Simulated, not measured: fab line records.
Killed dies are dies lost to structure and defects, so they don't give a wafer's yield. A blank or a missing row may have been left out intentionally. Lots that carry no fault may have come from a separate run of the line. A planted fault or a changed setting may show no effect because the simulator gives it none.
Which tool was responsible? / flow nand harc / 12 lots with 36 wafers sampled at 5 steps, on a route of 1302 steps

== WHAT EACH GAUGE READ, for each wafer ==
NHARC_A_SGD_CUT_INSPECT_11.
lot=L076; measured=day 20 01:20; on=defect inspect-02; raw defect count=68 76 66
lot=L077; measured=day 20 15:06; on=defect inspect-02; raw defect count=62 50 55
lot=L079; measured=day 21 15:38; on=defect inspect-02; raw defect count=57 55 74
lot=L081; measured=day 22 04:37; on=defect inspect-01; raw defect count=19 11 24
lot=L085; measured=day 23 05:14; on=defect inspect-02; raw defect count=16 14 9
lot=L084; measured=day 23 05:28; on=defect inspect-02; raw defect count=96 91 88
lot=L087; measured=day 24 23:56; on=defect inspect-02; raw defect count=63 52 55
lot=L089; measured=day 25 13:08; on=defect inspect-02; raw defect count=96 72 82
lot=L090; measured=day 25 23:06; on=defect inspect-01; raw defect count=55 43 61
lot=L093; measured=day 27 02:08; on=defect inspect-02; raw defect count=46 65 70
lot=L095; measured=day 28 06:59; on=defect inspect-01; raw defect count=7 5 7
lot=L097; measured=day 29 01:02; on=defect inspect-02; raw defect count=35 27 32

== EACH LOT AND THE TOOL THAT RAN IT (in order: tool; ch and the chambers of the sampled wafers; start) ==
lot=L076; NHARC_A_STAIRCASE_HM_OPEN_463=rie diel-04 ch 0,1,2, day 18 22:43 or earlier; NHARC_A_STAIRCASE_DEP_322=pecvd-02 ch 1,2, day 18 22:43; NHARC_A_STAIRCASE_ETCHBACK_157=rie diel-07 ch 1,2,3, day 19 23:30; NHARC_A_SGD_CUT_DEP_00=pecvd-02 ch 0,1,2, day 20 00:29
lot=L077; NHARC_A_STAIRCASE_HM_OPEN_463=rie diel-04 ch 0,3, day 19 12:00 or earlier; NHARC_A_STAIRCASE_DEP_322=pecvd-01 ch 0,1, day 19 12:00; NHARC_A_STAIRCASE_ETCHBACK_157=rie diel-12 ch 0,1,2, day 20 13:19; NHARC_A_SGD_CUT_DEP_00=pecvd-02 ch 0,1, day 20 14:19
lot=L079; NHARC_A_STAIRCASE_HM_OPEN_463=rie diel-12 ch 0,3, day 20 09:28 or earlier; NHARC_A_STAIRCASE_DEP_322=pecvd-04 ch 0,1, day 20 09:28; NHARC_A_STAIRCASE_ETCHBACK_157=rie diel-04 ch 1,2, day 21 13:43; NHARC_A_SGD_CUT_DEP_00=pecvd-03 ch 0,2, day 21 14:47
lot=L081; NHARC_A_STAIRCASE_HM_OPEN_463=rie diel-04 ch 0,2,3, day 21 05:24 or earlier; NHARC_A_STAIRCASE_DEP_322=pecvd-02 ch 0,1,2, day 21 05:24; NHARC_A_STAIRCASE_ETCHBACK_157=rie diel-07 ch 1,3, day 22 02:40; NHARC_A_SGD_CUT_DEP_00=pecvd-03 ch 0,1,2, day 22 03:47
lot=L085; NHARC_A_STAIRCASE_HM_OPEN_463=rie diel-07 ch 1,2, day 22 02:52 or earlier; NHARC_A_STAIRCASE_DEP_322=pecvd-02 ch 0,2, day 22 02:52; NHARC_A_STAIRCASE_ETCHBACK_157=rie diel-07 ch 1,3, day 23 03:27; NHARC_A_SGD_CUT_DEP_00=pecvd-02 ch 1,2, day 23 04:23
lot=L084; NHARC_A_STAIRCASE_HM_OPEN_463=rie diel-07 ch 0,1,3, day 22 02:52 or earlier; NHARC_A_STAIRCASE_DEP_322=pecvd-04 ch 0,1,2, day 22 02:52; NHARC_A_STAIRCASE_ETCHBACK_157=rie diel-04 ch 1,2,3, day 23 03:41; NHARC_A_SGD_CUT_DEP_00=pecvd-04 ch 0,1,2, day 23 04:37
lot=L087; NHARC_A_STAIRCASE_HM_OPEN_463=rie diel-12 ch 0,1,3, day 23 17:49 or earlier; NHARC_A_STAIRCASE_DEP_322=pecvd-02 ch 1,2, day 23 17:49; NHARC_A_STAIRCASE_ETCHBACK_157=rie diel-12 ch 1,2,3, day 24 22:06; NHARC_A_SGD_CUT_DEP_00=pecvd-03 ch 0,1, day 24 23:05
lot=L089; NHARC_A_STAIRCASE_HM_OPEN_463=rie diel-04 ch 2,3, day 24 12:34 or earlier; NHARC_A_STAIRCASE_DEP_322=pecvd-02 ch 0,1,2, day 24 12:34; NHARC_A_STAIRCASE_ETCHBACK_157=rie diel-12 ch 1,2,3, day 25 11:26; NHARC_A_SGD_CUT_DEP_00=pecvd-03 ch 0,1,2, day 25 12:28
lot=L090; NHARC_A_STAIRCASE_HM_OPEN_463=rie diel-12 ch 0,2,3, day 24 23:13 or earlier; NHARC_A_STAIRCASE_DEP_322=pecvd-02 ch 1,2, day 24 23:13; NHARC_A_STAIRCASE_ETCHBACK_157=rie diel-07 ch 0,1, day 25 21:25; NHARC_A_SGD_CUT_DEP_00=pecvd-03 ch 0,1,2, day 25 22:22
lot=L093; NHARC_A_STAIRCASE_HM_OPEN_463=rie diel-07 ch 1,2,3, day 26 02:28 or earlier; NHARC_A_STAIRCASE_DEP_322=pecvd-04 ch 0,1,2, day 26 02:28; NHARC_A_STAIRCASE_ETCHBACK_157=rie diel-04 ch 0,2,3, day 27 00:26; NHARC_A_SGD_CUT_DEP_00=pecvd-02 ch 0,1,2, day 27 01:25
lot=L095; NHARC_A_STAIRCASE_HM_OPEN_463=rie diel-04 ch 0,1,3, day 27 03:14 or earlier; NHARC_A_STAIRCASE_DEP_322=pecvd-04 ch 0,1,2, day 27 03:14; NHARC_A_STAIRCASE_ETCHBACK_157=rie diel-04 ch 2,3, day 28 05:10; NHARC_A_SGD_CUT_DEP_00=pecvd-03 ch 0,2, day 28 06:19
lot=L097; NHARC_A_STAIRCASE_HM_OPEN_463=rie diel-12 ch 1,2,3, day 27 22:25 or earlier; NHARC_A_STAIRCASE_DEP_322=pecvd-02 ch 0,1,2, day 27 22:25; NHARC_A_STAIRCASE_ETCHBACK_157=rie diel-12 ch 0,1, day 28 23:22; NHARC_A_SGD_CUT_DEP_00=pecvd-03 ch 0,1,2, day 29 00:20
- NHARC_A_STAIRCASE_HM_OPEN_463: chemistry O2/COS.
- NHARC_A_STAIRCASE_DEP_322: deposits SiO2, target thk 7200 nm.
- NHARC_A_STAIRCASE_ETCHBACK_157: etches the open film in CH3F/O2, target depth 90 nm, time 167.14 s.
- NHARC_A_SGD_CUT_DEP_00: deposits SiNx, target thk 50 nm.

== THE ANSWER, worked out from the rows above alone ==
Rule: usual is defined by the lots themselves. The widest of any qualifying gaps counts: lots, ordered by their means at a reading, are off when they make up no more than a third of the lots, leave a main group of 4 or more, and stand apart from it by 3 or more times the standard deviation of that group's means. A main group whose means are all the same, to the digits that the tables above print for the reading, isn't used. A lot without any number at a reading at which 4 lots or more have one is off too. The other lots that the step has rows for count as sound.
Nothing can be told from this: no lot is off at any reading shown.

== WHAT HAD BEEN PUT IN BY THE SIMULATOR ==
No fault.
